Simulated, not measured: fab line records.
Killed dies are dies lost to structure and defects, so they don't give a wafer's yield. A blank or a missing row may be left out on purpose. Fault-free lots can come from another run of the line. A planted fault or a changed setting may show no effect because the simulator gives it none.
fab line records | flow nandHarc | part 1 of 2: steps 1 to 21 of 34
[record] lots = 5 | wafers = 15 | lastDay = 26
route steps=1159 shown A_M1@1032 A_BONDPAD@1059
lots untouched by any fault: they come from a run of this same line in which no faults occurred
startH: the number of hours between the record's first day and the start of the first shown wafer of the lot | waitH: how many hours have passed since the lot's step before this one | " the same as in the row above | L1.1+2: a single row standing in for several wafers | - either no value or no given start | * or withheld: withheld | < > ~ a bound
route shown NAME@n: NAME is a module with steps in the file, n the number in the route of the first one | usual: average and standard deviation across the fault-free wafers | same: alike in all rows | chamber/n: place in a boat | sites: per-site readings | _std_site: their standard deviation | _edge_site: inner sites' mean taken away from outer sites' mean | radiusMm: how far each site lies from the wafer's centre | mask NAME#n: copy n | behind: the last tool/chamber to shape the wafer | hold: what put the lot on hold/how long, in hours/how the hold closed | device: which transistor (n, p or np) failed to switch | end of line: tests run on the same wafers once the route is complete | step lacking rows: just its recipe | killed: at the first sort, the dies lost to defects and structure; wafer yield is something else | map: dies across one wafer; x = killed, . = not, _ = none there
set.NAME: the setting the step ran with; set.NAME@STEP: the setting that earlier step ran with | model.NAME: the simulator's own value behind a step, which no gauge read
lots at some steps of the route; a table a step, a row a wafer
services: a tool's chamber out of use, with start hour (startH, from the record's first day; less than 0 if before it), hours out, and reason
[[steps]]
[step NHARC_A_M1_EBR_05]
[usual] exhaustPa = 45.0/0.91
lot.wafer | tool          | chamber | startH | waitH | exhaustPa
L074.2    | lithoTrack-04 | 0       | -      | -     | 44.9
L074.4    | "             | 0       | "      | "     | 44.3
L074.5    | "             | 0       | "      | "     | 45.1
L075.1    | lithoTrack-06 | 0       | -      | -     | 44.2
L075.2    | "             | 0       | "      | "     | 44.2
L075.6    | "             | 0       | "      | "     | 44.7
L082.1    | lithoTrack-01 | 0       | -      | -     | 45.2
L082.2    | "             | 0       | "      | "     | 43.5
L082.4    | "             | 0       | "      | "     | 45.1
L085.1    | lithoTrack-04 | 0       | -      | -     | 44.0
L085.2    | "             | 0       | "      | "     | 43.9
L085.5    | "             | 0       | "      | "     | 44.0
L092.1    | lithoTrack-01 | 0       | -      | -     | 45.7
L092.4    | "             | 0       | "      | "     | 46.6
L092.6    | "             | 0       | "      | "     | 46.1
[step NHARC_A_M1_EXPOSE_06]
[recipe] na = 1.35 | targetCdNm = 120 | doseMj = 75.13 | maskId = A_M1
[usual] exposureDoseMJCm2 = 75.14/0.074
lot.wafer | tool           | chamber | startH | waitH | mask   | exposureDoseMJCm2
L074.2    | arfiScanner-02 | 0       | 406.88 | -     | A_M1#0 | 75.14
L074.4    | "              | 0       | "      | "     | A_M1#0 | 75.13
L074.5    | "              | 0       | "      | "     | A_M1#0 | 75.28
L075.1    | arfiScanner-03 | 0       | 409.37 | -     | A_M1#0 | 75.28
L075.2    | "              | 0       | "      | "     | A_M1#0 | 75.17
L075.6    | "              | 0       | "      | "     | A_M1#0 | 75.20
L082.1    | arfiScanner-01 | 0       | 453.08 | -     | A_M1#0 | 75.20
L082.2    | "              | 0       | "      | "     | A_M1#0 | 75.04
L082.4    | "              | 0       | "      | "     | A_M1#0 | 75.21
L085.1    | arfiScanner-02 | 0       | 473.93 | -     | A_M1#0 | 75.10
L085.2    | "              | 0       | "      | "     | A_M1#0 | 75.20
L085.5    | "              | 0       | "      | "     | A_M1#0 | 75.23
L092.1    | arfiScanner-03 | 0       | 539.55 | -     | A_M1#0 | 75.05
L092.4    | "              | 0       | "      | "     | A_M1#0 | 75.11
L092.6    | "              | 0       | "      | "     | A_M1#0 | 75.00
[step NHARC_A_M1_PEB_07]
[recipe] pebTempC = 100 | pebTimeS = 65
[usual] exhaustPa = 45.2/0.93
[same] pebTimeS = 65
lot.wafer | tool          | chamber | startH | waitH | exhaustPa
L074.2    | lithoTrack-01 | 0       | 406.93 | 0.1   | 46.5
L074.4    | "             | 0       | "      | "     | 44.2
L074.5    | "             | 0       | "      | "     | 45.0
L075.1    | lithoTrack-01 | 0       | 409.43 | 0.1   | 45.7
L075.2    | "             | 0       | "      | "     | 45.3
L075.6    | "             | 0       | "      | "     | 44.5
L082.1    | lithoTrack-01 | 0       | 453.14 | 0.1   | 46.4
L082.2    | "             | 0       | "      | "     | 47.0
L082.4    | "             | 0       | "      | "     | 45.8
L085.1    | lithoTrack-04 | 0       | 474.00 | 0.1   | 45.1
L085.2    | "             | 0       | "      | "     | 45.7
L085.5    | "             | 0       | "      | "     | 45.5
L092.1    | lithoTrack-04 | 0       | 539.62 | 0.1   | 44.4
L092.4    | "             | 0       | "      | "     | 45.6
L092.6    | "             | 0       | "      | "     | 45.6
[step NHARC_A_M1_DEVELOP_08]
[recipe] developTimeS = 35 | devTempC = 23
[usual] exhaustPa = 44.9/0.84
lot.wafer | tool          | chamber | startH | waitH | exhaustPa
L074.2    | lithoTrack-01 | 0       | -      | -     | 44.1
L074.4    | "             | 0       | "      | "     | 44.2
L074.5    | "             | 0       | "      | "     | 44.3
L075.1    | lithoTrack-01 | 0       | -      | -     | 43.5
L075.2    | "             | 0       | "      | "     | 44.2
L075.6    | "             | 0       | "      | "     | 43.9
L082.1    | lithoTrack-01 | 0       | -      | -     | 44.2
L082.2    | "             | 0       | "      | "     | 45.7
L082.4    | "             | 0       | "      | "     | 44.5
L085.1    | lithoTrack-04 | 0       | -      | -     | 44.8
L085.2    | "             | 0       | "      | "     | 43.7
L085.5    | "             | 0       | "      | "     | 45.3
L092.1    | lithoTrack-04 | 0       | -      | -     | 46.1
L092.4    | "             | 0       | "      | "     | 45.2
L092.6    | "             | 0       | "      | "     | 45.2
[step NHARC_A_M1_CD_MEAS_09]
[recipe] targetCdNm = 120 | landingEnergyEv = 500
[usual] cdNm = 119.9/0.69
lot.wafer | tool     | chamber | startH | waitH | cdNm
L074.2    | cdSem-01 | 0       | 407.02 | -     | 120.1
L074.4    | "        | 0       | "      | "     | 120.4
L074.5    | "        | 0       | "      | "     | 119.4
L075.1    | cdSem-02 | 0       | 409.51 | -     | 118.7
L075.2    | "        | 0       | "      | "     | 119.6
L075.6    | "        | 0       | "      | "     | 119.4
L082.1    | cdSem-01 | 0       | 453.22 | -     | 120.6
L082.2    | "        | 0       | "      | "     | 119.9
L082.4    | "        | 0       | "      | "     | 120.0
L085.1    | cdSem-01 | 0       | 474.08 | -     | 118.2
L085.2    | "        | 0       | "      | "     | 120.1
L085.5    | "        | 0       | "      | "     | 119.9
L092.1    | cdSem-01 | 0       | 539.70 | -     | 120.5
L092.4    | "        | 0       | "      | "     | 120.1
L092.6    | "        | 0       | "      | "     | 118.2
[step NHARC_A_M1_OVL_MEAS_10]
[recipe] pitchNm = 240
[usual] overlayXNm = -0.1/1 | overlayYNm = 0.0/0.64
lot.wafer | tool       | chamber | startH | waitH | overlayXNm | overlayYNm
L074.2    | overlay-01 | -       | 407.10 | -     | 1.6        | 0.7
L074.4    | "          | -       | "      | "     | 1.3        | 0.6
L074.5    | "          | -       | "      | "     | 1.1        | 0.2
L075.1    | overlay-02 | -       | 409.60 | -     | 0.0        | -0.2
L075.2    | "          | -       | "      | "     | -0.2       | -0.7
L075.6    | "          | -       | "      | "     | -0.3       | -0.9
L082.1    | overlay-01 | -       | 453.31 | -     | -1.6       | -0.2
L082.2    | "          | -       | "      | "     | -0.7       | -1.0
L082.4    | "          | -       | "      | "     | -1.3       | -0.5
L085.1    | overlay-01 | -       | 474.16 | -     | -0.9       | -0.4
L085.2    | "          | -       | "      | "     | -0.8       | -0.2
L085.5    | "          | -       | "      | "     | -0.8       | -0.8
L092.1    | overlay-01 | -       | 539.79 | -     | -0.6       | -0.3
L092.4    | "          | -       | "      | "     | -0.7       | 0.4
L092.6    | "          | -       | "      | "     | -1.3       | 0.2
[step NHARC_A_M1_INSPECT_11]
[usual] rawDefectCount = 29/15
lot.wafer | tool             | chamber | startH | waitH | rawDefectCount
L074.2    | defectInspect-01 | -       | 407.14 | 0.0   | 35
L074.4    | "                | -       | "      | "     | 27
L074.5    | "                | -       | "      | "     | 28
L075.1    | defectInspect-02 | -       | 409.63 | 0.0   | 26
L075.2    | "                | -       | "      | "     | 28
L075.6    | "                | -       | "      | "     | 42
L082.1    | defectInspect-01 | -       | 453.35 | 0.0   | 22
L082.2    | "                | -       | "      | "     | 20
L082.4    | "                | -       | "      | "     | 23
L085.1    | defectInspect-01 | -       | 474.20 | 0.0   | 50
L085.2    | "                | -       | "      | "     | 43
L085.5    | "                | -       | "      | "     | 42
L092.1    | defectInspect-01 | -       | 539.83 | 0.0   | 62
L092.4    | "                | -       | "      | "     | 61
L092.6    | "                | -       | "      | "     | 69
[step NHARC_A_M1_DESCUM_14]
[recipe] timeS = 3 | o2FlowSccm = 200 | arFlowSccm = 0 | biasPowerW = 0 | chemistry = O2
[usual] drypumpMotorCurrentA = 5.8/0.46 | oesProductAu = 0.997/0.014 | rfVppV = 58.0/0.9 | showerheadPlenumPTorr = 1.95/0.076 | throttleValvePct = 11.312/0.0091
[same] biasPowerW = 0
lot.wafer | tool       | chamber | startH | waitH | drypumpMotorCurrentA | oesProductAu | rfHoursCounterH | rfVppV | showerheadPlenumPTorr | throttleValvePct
L074.4    | rieDiel-02 | 0       | 407.21 | 0.1   | 5.7                  | 1.000        | 2               | 57.7   | 1.95                  | 11.320
L074.2    | "          | 1       | "      | "     | 6.2                  | 1.004        | 2               | 56.9   | 1.87                  | 11.312
L074.5    | "          | 0       | "      | "     | 5.7                  | 1.002        | -               | 59.0   | 1.95                  | 11.296
L075.1    | rieDiel-02 | 2       | 409.70 | 0.1   | 5.4                  | 0.979        | 2               | 57.9   | 1.88                  | 11.330
L075.2    | "          | 0       | "      | "     | 5.7                  | 1.004        | 2               | 58.2   | 1.95                  | 11.315
L075.6    | "          | 1       | "      | "     | 6.2                  | 1.011        | -               | 58.5   | 1.87                  | 11.301
L082.1    | rieDiel-02 | 2       | 453.43 | 0.1   | 5.4                  | 0.995        | 3               | 56.7   | 1.88                  | 11.303
L082.2    | "          | 3       | "      | "     | 6.0                  | 0.967        | 3               | 57.6   | 1.80                  | 11.315
L082.4    | "          | 0       | "      | "     | 5.7                  | 1.001        | 3               | 57.4   | 1.95                  | 11.293
L085.1    | rieDiel-02 | 1       | 474.26 | 0.1   | 6.1                  | 1.015        | 3               | 57.0   | 1.87                  | 11.333
L085.2    | "          | 2       | "      | "     | 5.4                  | 0.986        | 4               | 59.0   | 1.88                  | 11.310
L085.5    | "          | 2       | "      | "     | 5.4                  | 0.987        | -               | 58.3   | 1.88                  | 11.320
L092.4    | rieDiel-09 | 1       | 539.89 | 0.1   | 6.6                  | 0.994        | 6               | 59.6   | 1.98                  | 11.315
L092.1    | "          | 3       | "      | "     | 5.5                  | 1.002        | 7               | 58.0   | 2.02                  | 11.310
L092.6    | "          | 1       | "      | "     | 6.6                  | 1.003        | -               | 57.0   | 1.98                  | 11.310
[step NHARC_A_M1_ETCH_35]
[recipe] targetDepthA = 400 | overetchA = 120 | timeS = 43.94 | ionEnergyEv = 200 | n2FlowSccm = 150 | h2FlowSccm = 150 | arFlowSccm = 0 | rfW = 400 | biasW = 150 | chemistry = N2/H2
[usual] biasW = 150.0/0.46 | drypumpMotorCurrentA = 5.8/0.46 | oesProductAu = 0.996/0.014 | rfVppV = 431.7/2.5 | showerheadPlenumPTorr = 2.08/0.085 | throttleValvePct = 14.170/0.0089
lot.wafer | tool       | chamber | startH | waitH | biasW | drypumpMotorCurrentA | oesProductAu | rfHoursCounterH | rfVppV | showerheadPlenumPTorr | throttleValvePct
L074.4    | rieDiel-02 | 2       | 407.29 | 0.1   | 149.9 | 5.4                  | 0.974        | 2               | 429.2  | 2.01                  | 14.150
L074.2    | "          | 3       | "      | "     | 150.1 | 6.1                  | 0.986        | 2               | 426.6  | 1.91                  | 14.164
L074.5    | "          | 3       | "      | "     | 149.6 | 6.1                  | 0.987        | -               | 426.1  | 1.92                  | 14.178
L075.1    | rieDiel-02 | 0       | 410.26 | 0.5   | 150.4 | 5.7                  | 1.007        | 2               | 431.4  | 2.08                  | 14.165
L075.2    | "          | 1       | "      | "     | 150.9 | 6.2                  | 1.008        | 2               | 429.6  | 2.00                  | 14.166
L075.6    | "          | 3       | "      | "     | 150.1 | 6.1                  | 0.990        | -               | 426.4  | 1.91                  | 14.167
L082.4    | rieDiel-02 | 2       | 453.51 | 0.1   | 150.2 | 5.4                  | 0.988        | 3               | 429.2  | 2.01                  | 14.160
L082.2    | "          | 3       | "      | "     | 149.3 | 6.1                  | 0.957        | 3               | 427.5  | 1.91                  | 14.171
L082.1    | "          | 1       | "      | "     | 150.1 | 6.1                  | 1.005        | 3               | 429.4  | 1.99                  | 14.161
L085.2    | rieDiel-02 | 1       | 474.35 | 0.1   | 150.5 | 6.2                  | 1.024        | 3               | 427.7  | 1.99                  | 14.161
L085.1    | "          | 3       | "      | "     | 149.4 | 6.1                  | 0.986        | 4               | 427.6  | 1.91                  | 14.176
L085.5    | "          | 2       | "      | "     | 150.2 | 5.4                  | 0.993        | -               | 430.5  | 2.01                  | 14.177
L092.1    | rieDiel-09 | 2       | 539.97 | 0.1   | 149.5 | 6.2                  | 0.985        | 7               | 435.2  | 2.15                  | 14.155
L092.4    | "          | 0       | "      | "     | 149.8 | 5.3                  | 0.978        | 6               | 432.9  | 2.13                  | 14.180
L092.6    | "          | 2       | "      | "     | 149.9 | 6.2                  | 0.987        | -               | 433.8  | 2.15                  | 14.177
[step NHARC_A_M1_ETCH_15]
[recipe] targetDepthA = 1825 | timeS = 91.2 | c4f8FlowSccm = withheld | arFlowSccm = 400 | rfW = 600 | biasW = 300 | chemistry = C4F8/Ar
[usual] biasW = 300.0/0.93 | oesProductAu = 0.945/0.024 | rfVppV = 442.0/2.4
lot.wafer | tool       | chamber | startH | waitH | biasW | oesProductAu | rfHoursCounterH | rfVppV
L074.4    | rieDiel-02 | 3       | -      | -     | 300.9 | 0.916        | 2               | 436.0
L074.2    | "          | 2       | "      | "     | 300.6 | 0.911        | 2               | 439.1
L074.5    | "          | 3       | "      | "     | 301.7 | 0.915        | -               | 435.0
L075.1    | rieDiel-02 | 3       | -      | -     | 299.2 | 0.920        | 2               | 437.0
L075.2    | "          | 0       | "      | "     | 300.2 | 0.922        | 2               | 441.0
L075.6    | "          | 2       | "      | "     | 299.6 | 0.912        | -               | 440.6
L082.4    | rieDiel-02 | 3       | -      | -     | 301.2 | 0.889        | 3               | 437.4
L082.2    | "          | 0       | "      | "     | 298.9 | 0.914        | 3               | 442.0
L082.1    | "          | 1       | "      | "     | 300.0 | 0.928        | 3               | 438.6
L085.2    | rieDiel-02 | 2       | -      | -     | 298.8 | 0.937        | 4               | 439.9
L085.1    | "          | 1       | "      | "     | 299.6 | 0.973        | 3               | 440.4
L085.5    | "          | 3       | "      | "     | 297.4 | 0.941        | -               | 437.5
L092.4    | rieDiel-09 | 3       | -      | -     | 300.8 | 0.935        | 7               | 444.1
L092.1    | "          | 1       | "      | "     | 299.7 | 0.936        | 6               | 443.2
L092.6    | "          | 3       | "      | "     | 299.1 | 0.938        | -               | 442.0
[step NHARC_A_M1_CD_MEAS_16]
[usual] cdNm = 119.8/0.96
lot.wafer | tool     | chamber | startH | waitH | cdNm
L074.2    | cdSem-03 | -       | 407.51 | -     | 119.1
L074.4    | "        | -       | "      | "     | 120.6
L074.5    | "        | -       | "      | "     | 119.6
L075.1    | cdSem-02 | -       | 410.47 | -     | 118.8
L075.2    | "        | -       | "      | "     | 120.5
L075.6    | "        | -       | "      | "     | 119.1
L082.1    | cdSem-03 | -       | 453.74 | -     | 121.5
L082.2    | "        | -       | "      | "     | 118.9
L082.4    | "        | -       | "      | "     | 121.4
L085.1    | cdSem-03 | -       | 474.57 | -     | 117.0
L085.2    | "        | -       | "      | "     | 121.3
L085.5    | "        | -       | "      | "     | 120.0
L092.1    | cdSem-01 | -       | 540.19 | -     | 120.0
L092.4    | "        | -       | "      | "     | 119.4
L092.6    | "        | -       | "      | "     | 118.1
[step NHARC_A_M1_STRIP_18]
[recipe] powerW = 1000 | n2FlowSccm = 150 | h2FlowSccm = 150 | arFlowSccm = 0 | biasW = 0 | chemistry = N2/H2
[usual] drypumpMotorCurrentA = 5.9/0.47 | oesProductAu = 0.996/0.015 | rfVppV = 90.8/1 | showerheadPlenumPTorr = 2.07/0.087 | throttleValvePct = 14.171/0.0089
[same] biasW = 0
lot.wafer | tool       | chamber | startH | waitH | drypumpMotorCurrentA | oesProductAu | rfHoursCounterH | rfVppV | showerheadPlenumPTorr | throttleValvePct
L074.4    | rieDiel-02 | 3       | 407.58 | 0.1   | 6.1                  | 0.983        | 1.8             | 90.1   | 1.92                  | 14.177
L074.2    | "          | 2       | "      | "     | 5.4                  | 0.971        | 1.8             | 89.2   | 2.01                  | 14.179
L074.5    | "          | 3       | "      | "     | 6.0                  | 0.986        | -               | 89.7   | 1.92                  | 14.167
L075.1    | rieDiel-05 | 2       | 410.54 | 0.1   | 6.3                  | 1.016        | 4.7             | 90.0   | 2.11                  | 14.174
L075.2    | "          | 0       | "      | "     | 5.6                  | 1.016        | 5.6             | 90.8   | 1.92                  | 14.178
L075.6    | "          | 2       | "      | "     | 6.4                  | 1.016        | -               | 89.5   | 2.11                  | 14.180
L082.1    | rieDiel-02 | 3       | 453.84 | 0.1   | 6.1                  | 0.953        | 3.5             | 90.8   | 1.91                  | 14.181
L082.2    | "          | 0       | "      | "     | 5.7                  | 0.998        | 3.0             | 90.6   | 2.08                  | 14.175
L082.4    | "          | 1       | "      | "     | 6.2                  | 1.014        | 2.8             | 91.8   | 1.99                  | 14.163
L085.2    | rieDiel-05 | 2       | 474.68 | 0.1   | 6.3                  | 1.025        | 7.2             | 90.4   | 2.11                  | 14.168
L085.1    | "          | 3       | "      | "     | 5.0                  | 1.000        | 8.0             | 92.4   | 2.13                  | 14.153
L085.5    | "          | 2       | "      | "     | 6.3                  | 1.017        | -               | 90.9   | 2.11                  | 14.172
L092.4    | rieDiel-05 | 0       | 540.29 | 0.1   | 5.6                  | 0.998        | 0.9             | 89.5   | 1.92                  | 14.149
L092.1    | "          | 1       | "      | "     | 6.3                  | 0.997        | 1.5             | 90.0   | 2.16                  | 14.180
L092.6    | "          | 3       | "      | "     | 4.9                  | 0.991        | -               | 91.7   | 2.12                  | 14.172
[step NHARC_A_M1_ETCH_28]
[recipe] targetDepthA = 300 | overEtchFrac = 0.3 | timeS = 72.99 | ionEnergyEv = 150 | cf4FlowSccm = 50 | n2FlowSccm = 100 | arFlowSccm = 150 | rfW = 300 | biasW = 100 | chemistry = CF4/N2
[usual] biasW = 100.02/0.29 | drypumpMotorCurrentA = 5.9/0.46 | oesProductAu = 0.997/0.015 | rfVppV = 314.8/2 | showerheadPlenumPTorr = 2.66/0.1 | throttleValvePct = 19.795/0.0089
lot.wafer | tool       | chamber | startH | waitH | biasW  | drypumpMotorCurrentA | oesProductAu | rfHoursCounterH | rfVppV | showerheadPlenumPTorr | throttleValvePct
L074.4    | rieDiel-02 | 1       | -      | -     | 99.94  | 6.2                  | 1.006        | 1.7             | 314.4  | 2.57                  | 19.782
L074.2    | "          | 3       | "      | "     | 99.68  | 6.1                  | 0.987        | 1.9             | 312.4  | 2.48                  | 19.798
L074.5    | "          | 1       | "      | "     | 100.18 | 6.2                  | 0.999        | -               | 313.9  | 2.57                  | 19.803
L075.1    | rieDiel-05 | 0       | -      | -     | 100.17 | 5.6                  | 1.007        | 5.6             | 311.2  | 2.48                  | 19.785
L075.2    | "          | 2       | "      | "     | 100.00 | 6.3                  | 1.012        | 4.7             | 316.5  | 2.71                  | 19.803
L075.6    | "          | 0       | "      | "     | 100.19 | 5.6                  | 1.018        | -               | 311.1  | 2.48                  | 19.802
L082.2    | rieDiel-02 | 3       | -      | -     | 99.46  | 6.1                  | 0.964        | 3.5             | 312.2  | 2.48                  | 19.800
L082.4    | "          | 1       | "      | "     | 99.95  | 6.2                  | 1.015        | 2.8             | 312.2  | 2.57                  | 19.800
L082.1    | "          | 2       | "      | "     | 99.43  | 5.4                  | 0.990        | 3.2             | 313.5  | 2.59                  | 19.812
L085.2    | rieDiel-05 | 1       | -      | -     | 99.70  | 6.3                  | 1.017        | 8.6             | 316.5  | 2.77                  | 19.790
L085.1    | "          | 2       | "      | "     | 99.84  | 6.3                  | 1.021        | 7.2             | 315.0  | 2.71                  | 19.789
L085.5    | "          | 0       | "      | "     | 99.97  | 5.6                  | 1.019        | -               | 312.0  | 2.48                  | 19.779
L092.1    | rieDiel-05 | 1       | -      | -     | 99.54  | 6.3                  | 0.993        | 1.6             | 316.6  | 2.76                  | 19.790
L092.4    | "          | 3       | "      | "     | 99.86  | 5.0                  | 0.987        | 1.2             | 316.3  | 2.73                  | 19.788
L092.6    | "          | 1       | "      | "     | 99.88  | 6.3                  | 0.998        | -               | 315.5  | 2.76                  | 19.800
[step NHARC_A_M1_STRIP_19]
[recipe] timeS = 600 | tempC = 30 | chemistry = postEtchResidueRemover
[usual] tempC = 29.99/0.1
lot.wafer | tool        | chamber | startH | waitH | tempC
L074.5    | wetBench-10 | 4       | 407.96 | -     | 29.99
L074.4    | "           | 7       | "      | "     | 30.12
L074.2    | "           | 0       | "      | "     | 29.98
L075.2    | wetBench-10 | 1       | 410.93 | -     | 30.08
L075.1    | "           | 2       | "      | "     | 30.05
L075.6    | "           | 3       | "      | "     | 30.08
L082.4    | wetBench-10 | 2       | 454.20 | -     | 29.80
L082.1    | "           | 3       | "      | "     | 30.06
L082.2    | "           | 7       | "      | "     | 29.88
L085.2    | wetBench-10 | 3       | 475.04 | -     | 29.99
L085.5    | "           | 5       | "      | "     | 30.03
L085.1    | "           | 6       | "      | "     | 29.98
L092.6    | wetBench-10 | 3       | 540.64 | -     | 30.05
L092.1    | "           | 5       | "      | "     | 29.96
L092.4    | "           | 6       | "      | "     | 29.95
[step NHARC_A_M1_DEGAS_29]
[recipe] tempC = 250 | timeS = 60
[usual] heaterPowerW = 327/28
lot.wafer | tool          | chamber | startH | waitH | heaterPowerW
L074.2    | pvdSputter-03 | -       | 408.23 | -     | 386
L074.4    | "             | -       | "      | "     | 313
L074.5    | "             | -       | "      | "     | 377
L075.1    | pvdSputter-02 | -       | 411.18 | -     | 337
L075.2    | "             | -       | "      | "     | 335
L075.6    | "             | -       | "      | "     | 328
L082.1    | pvdSputter-03 | -       | 454.47 | -     | 315
L082.4    | "             | -       | "      | "     | 316
L082.2    | "             | -       | "      | "     | 340
L085.2    | pvdSputter-01 | -       | 475.31 | -     | 366
L085.1    | "             | -       | "      | "     | 315
L085.5    | "             | -       | "      | "     | 354
L092.1    | pvdSputter-03 | -       | 540.92 | -     | 338
L092.4    | "             | -       | "      | "     | 313
L092.6    | "             | -       | "      | "     | 320
[step NHARC_A_M1_PRE_CLEAN_30]
[recipe] timeS = 30 | tempC = 280 | gas = H2/He
[usual] heaterPowerW = 400/33
lot.wafer | tool          | chamber | startH | waitH | heaterPowerW
L074.2    | pvdSputter-03 | -       | -      | -     | 389
L074.4    | "             | -       | "      | "     | 478
L074.5    | "             | -       | "      | "     | 396
L075.1    | pvdSputter-02 | -       | -      | -     | 390
L075.2    | "             | -       | "      | "     | 422
L075.6    | "             | -       | "      | "     | 399
L082.4    | pvdSputter-03 | -       | -      | -     | 402
L082.1    | "             | -       | "      | "     | 387
L082.2    | "             | -       | "      | "     | 464
L085.1    | pvdSputter-01 | -       | -      | -     | 384
L085.2    | "             | -       | "      | "     | 402
L085.5    | "             | -       | "      | "     | 331
L092.1    | pvdSputter-03 | -       | -      | -     | 403
L092.4    | "             | -       | "      | "     | 475
L092.6    | "             | -       | "      | "     | 388
[step NHARC_A_M1_PVD_20]
[recipe] targetThkA = 50 | biasV = 168.6 | powerW = 15000 | chamberPressurePa = 0.12 | timeS = 8.06 | substrateTempC = 50 | material = TaN
[usual] throttleValvePct = 30.3/0.99
lot.wafer | tool          | chamber | startH | waitH | throttleValvePct
L074.4    | pvdSputter-03 | -       | -      | -     | 30.1
L074.2    | "             | -       | "      | "     | 29.7
L074.5    | "             | -       | "      | "     | 30.0
L075.2    | pvdSputter-02 | -       | -      | -     | 29.6
L075.1    | "             | -       | "      | "     | 30.9
L075.6    | "             | -       | "      | "     | 29.9
L082.2    | pvdSputter-03 | -       | -      | -     | 29.9
L082.4    | "             | -       | "      | "     | 29.9
L082.1    | "             | -       | "      | "     | 29.9
L085.1    | pvdSputter-01 | -       | -      | -     | 32.6
L085.2    | "             | -       | "      | "     | 30.3
L085.5    | "             | -       | "      | "     | 28.7
L092.4    | pvdSputter-03 | -       | -      | -     | 30.2
L092.1    | "             | -       | "      | "     | 30.8
L092.6    | "             | -       | "      | "     | 29.7
[step NHARC_A_M1_PVD_21]
[recipe] targetThkA = 300 | chamberPressurePa = 5 | powerW = 5000 | substrateTempC = 30 | timeS = 20.49 | material = Cu
[usual] throttleValvePct = 30.2/0.94
lot.wafer | tool          | chamber | startH | waitH | throttleValvePct
L074.4    | pvdSputter-03 | -       | -      | -     | 31.4
L074.2    | "             | -       | "      | "     | 29.7
L074.5    | "             | -       | "      | "     | 29.9
L075.1    | pvdSputter-02 | -       | -      | -     | 29.1
L075.2    | "             | -       | "      | "     | 30.1
L075.6    | "             | -       | "      | "     | 29.2
L082.4    | pvdSputter-03 | -       | -      | -     | 31.3
L082.2    | "             | -       | "      | "     | 30.0
L082.1    | "             | -       | "      | "     | 30.0
L085.1    | pvdSputter-01 | -       | -      | -     | 31.2
L085.2    | "             | -       | "      | "     | 29.7
L085.5    | "             | -       | "      | "     | 28.7
L092.4    | pvdSputter-03 | -       | -      | -     | 29.3
L092.1    | "             | -       | "      | "     | 29.0
L092.6    | "             | -       | "      | "     | 29.2
[step NHARC_A_M1_ECD_22]
[recipe] targetThkA = 4000 | bathTempC = 25 | material = Cu
[usual] bathTempC = 25.01/0.11
lot.wafer | tool     | chamber | startH | waitH | bathTempC
L074.2    | ecdCu-01 | 1       | 408.59 | -     | 25.15
L074.4    | "        | 0       | "      | "     | 25.01
L074.5    | "        | 0       | "      | "     | 24.95
L075.1    | ecdCu-01 | 0       | 411.54 | -     | 25.20
L075.2    | "        | 1       | "      | "     | 25.18
L075.6    | "        | 1       | "      | "     | 25.03
L082.1    | ecdCu-02 | 1       | 455.44 | -     | 25.17
L082.2    | "        | 0       | "      | "     | 24.96
L082.4    | "        | 0       | "      | "     | 25.12
L085.2    | ecdCu-01 | 1       | 475.68 | -     | 25.03
L085.1    | "        | 0       | "      | "     | 25.00
L085.5    | "        | 0       | "      | "     | 24.94
L092.1    | ecdCu-01 | 0       | 541.34 | -     | 24.99
L092.4    | "        | 0       | "      | "     | 25.12
L092.6    | "        | 1       | "      | "     | 25.12
[step NHARC_A_M1_ANNEAL_31]
[recipe] tempC = 225 | timeS = 90
[usual] wafer_temp_C_max = 226.0/0.36
lot.wafer | tool         | chamber | startH | waitH | wafer_temp_C_max
L074.2    | rtpAnneal-02 | 0       | 409.02 | -     | 225.6
L074.4    | "            | 0       | "      | "     | 225.7
L074.5    | "            | 0       | "      | "     | 225.6
L075.1    | rtpAnneal-01 | 0       | 411.92 | 0.3   | 226.4
L075.2    | "            | 0       | "      | "     | 226.1
L075.6    | "            | 0       | "      | "     | 226.0
L082.1    | rtpAnneal-02 | 0       | 455.83 | 0.3   | 225.9
L082.2    | "            | 0       | "      | "     | 225.7
L082.4    | "            | 0       | "      | "     | 225.7
L085.1    | rtpAnneal-01 | 0       | 476.06 | -     | 226.3
L085.2    | "            | 0       | "      | "     | 226.6
L085.5    | "            | 0       | "      | "     | 226.0
L092.1    | rtpAnneal-02 | 0       | 541.67 | -     | 225.5
L092.4    | "            | 0       | "      | "     | 225.6
L092.6    | "            | 0       | "      | "     | 225.6
[step NHARC_A_M1_CMP_23]
[recipe] tOverpolishS = 20 | targetThkNm = 154.34
[usual] motorCurrentA = 12.1/1.1 | timeToEndpointS = 31/3.1
lot.wafer | tool   | chamber | startH | waitH | motorCurrentA | timeToEndpointS
L074.2    | cmp-01 | 3       | 409.31 | -     | 10.7          | 26
L074.4    | "      | 1       | "      | "     | 11.9          | 32
L074.5    | "      | 0       | "      | "     | 12.8          | 28
L075.1    | cmp-01 | 2       | 412.26 | -     | 13.0          | 29
L075.2    | "      | 1       | "      | "     | 11.0          | 34
L075.6    | "      | 3       | "      | "     | 10.8          | 29
L082.4    | cmp-01 | 2       | 456.20 | -     | 12.8          | 31
L082.1    | "      | 3       | "      | "     | 10.6          | 26
L082.2    | "      | 0       | "      | "     | 12.3          | 31
L085.1    | cmp-03 | 2       | 476.41 | -     | 14.2          | 33
L085.2    | "      | 0       | "      | "     | 12.9          | 29
L085.5    | "      | 3       | "      | "     | 10.2          | 28
L092.1    | cmp-04 | 2       | 542.01 | -     | 12.8          | 25
L092.4    | "      | 1       | "      | "     | 13.5          | 34
L092.6    | "      | 2       | "      | "     | 12.9          | 29
